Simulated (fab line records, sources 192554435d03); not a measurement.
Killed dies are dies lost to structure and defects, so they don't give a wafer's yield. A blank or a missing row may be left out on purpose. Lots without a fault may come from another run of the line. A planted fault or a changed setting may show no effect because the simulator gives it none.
Chamber matching | flow n5_finfet | N5_FIN_SAQP_ETCH_69 on rie_diel-03: 4 sister chambers
The step etches SOC in N2/H2, stops on SiNx, target depth 150 nm. 8 wafers are shown with their chamber, then 10 later ones without.

WAFERS WITH THEIR CHAMBER
wafer  | chamber | showerhead_plenum_p_Torr (Torr) | throttle_valve_pct (%)
L077.2 | 3       | 2.50                            | 18.02
L078.1 | 3       | 2.50                            | 18.02
L079.4 | 1       | 2.62                            | 18.22
L088.3 | 1       | 2.61                            | 18.25
L090.3 | 0       | 2.46                            | 17.63
L090.4 | 2       | 2.45                            | 17.94
L091.1 | 0       | 2.46                            | 17.64
L091.2 | 2       | 2.45                            | 17.95

WAFERS WITHOUT THEIR CHAMBER
wafer  | showerhead_plenum_p_Torr (Torr) | throttle_valve_pct (%)
L091.6 | 2.45                            | 17.93
L092.1 | 2.49                            | 17.65
L092.2 | 2.45                            | 17.94
L092.4 | 2.49                            | 17.67
L094.3 | 2.45                            | 17.65
L094.4 | 2.45                            | 17.96
L094.5 | 2.49                            | 17.67
L095.1 | 2.45                            | 17.96
L095.2 | 2.45                            | 17.67
L095.6 | 2.45                            | 17.96

WHICH CHAMBER EACH WENT THROUGH
wafer  | from the rows above | in truth
L091.6 | 2                   | 2
L092.1 | 0                   | 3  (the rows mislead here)
L092.2 | 2                   | 2
L092.4 | 0                   | 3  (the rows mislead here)
L094.3 | 0                   | 0
L094.4 | 2                   | 2
L094.5 | 0                   | 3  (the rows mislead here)
L095.1 | 2                   | 2
L095.2 | 0                   | 0
L095.6 | 2                   | 2
Placed correctly: 7 of 10. Can't be placed from these rows: 0. Placed wrongly: 3.
How it was worked out, from the rows above alone: a wafer's distance from a chamber is the root of the sum, over the readings, of the square of ((its reading less the chamber's mean) divided by the reading's scatter). The wafer belongs to the nearest chamber; if the next one is less than 2 further off, it can't be placed. A chamber's mean is the mean of its shown wafers. The scatter: the root of (the sum of the squares of (reading less its chamber's mean) over the shown wafers, divided by (wafers less chambers)).
